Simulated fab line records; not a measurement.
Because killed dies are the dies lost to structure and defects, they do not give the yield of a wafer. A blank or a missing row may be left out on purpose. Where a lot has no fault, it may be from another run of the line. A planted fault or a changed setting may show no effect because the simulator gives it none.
Matching of chambers    flow n5 finfet    N5_BEOL_M14_ILD_DEP_00 on pecvd-03: 3 sister chambers
The step deposits SiO2 from TEOS/O2, target thk 1119.3 nm, time 237.4 s. 3 wafers are shown with their chamber, then 12 later ones without.

## EACH WAFER AND ITS CHAMBER
wafer   chamber  heater power w (W)
L086.2  2        453
L086.3  1        599
L086.4  0        364

## WAFERS WITH NO CHAMBER GIVEN
wafer   heater power w (W)
L083.3  526
L083.4  588
L083.5  362
L087.1  520
L087.4  500
L087.6  607
L090.2  507
L090.3  527
L090.6  374
L092.1  428
L092.2  434
L092.6  478

## THE CHAMBER EACH PASSED THROUGH
wafer    from the rows above       in truth
L083.3   can't be placed: 1 or 2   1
L083.4   1                         1
L083.5   0                         0
L087.1   can't be placed: 2 or 1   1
L087.4   can't be placed: 2 or 1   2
L087.6   1                         1
L090.2   can't be placed: 2 or 1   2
L090.3   can't be placed: 1 or 2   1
L090.6   can't be placed: 0 or 2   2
L092.1   can't be placed: 2 or 0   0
L092.2   can't be placed: 2 or 0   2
L092.6   2                         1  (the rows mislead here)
Correctly placed: 3 of 12. Cannot be placed on the basis of these rows: 8; the candidates contain the true chamber in 8. Number placed wrongly: 1.
How it was worked out, from the rows above alone: a wafer's distance from a chamber is the root of the sum, over the readings, of the square of ((its reading less the chamber's mean) divided by the reading's scatter). If the next closest chamber is less than 2 further off than the closest, the wafer can't be placed; otherwise it belongs to the closest. The mean given for a chamber averages the wafers shown for that chamber. The scatter (one wafer shown for each chamber): square how far every hidden wafer sits from the nearest shown wafer, average those squares and take the square root.
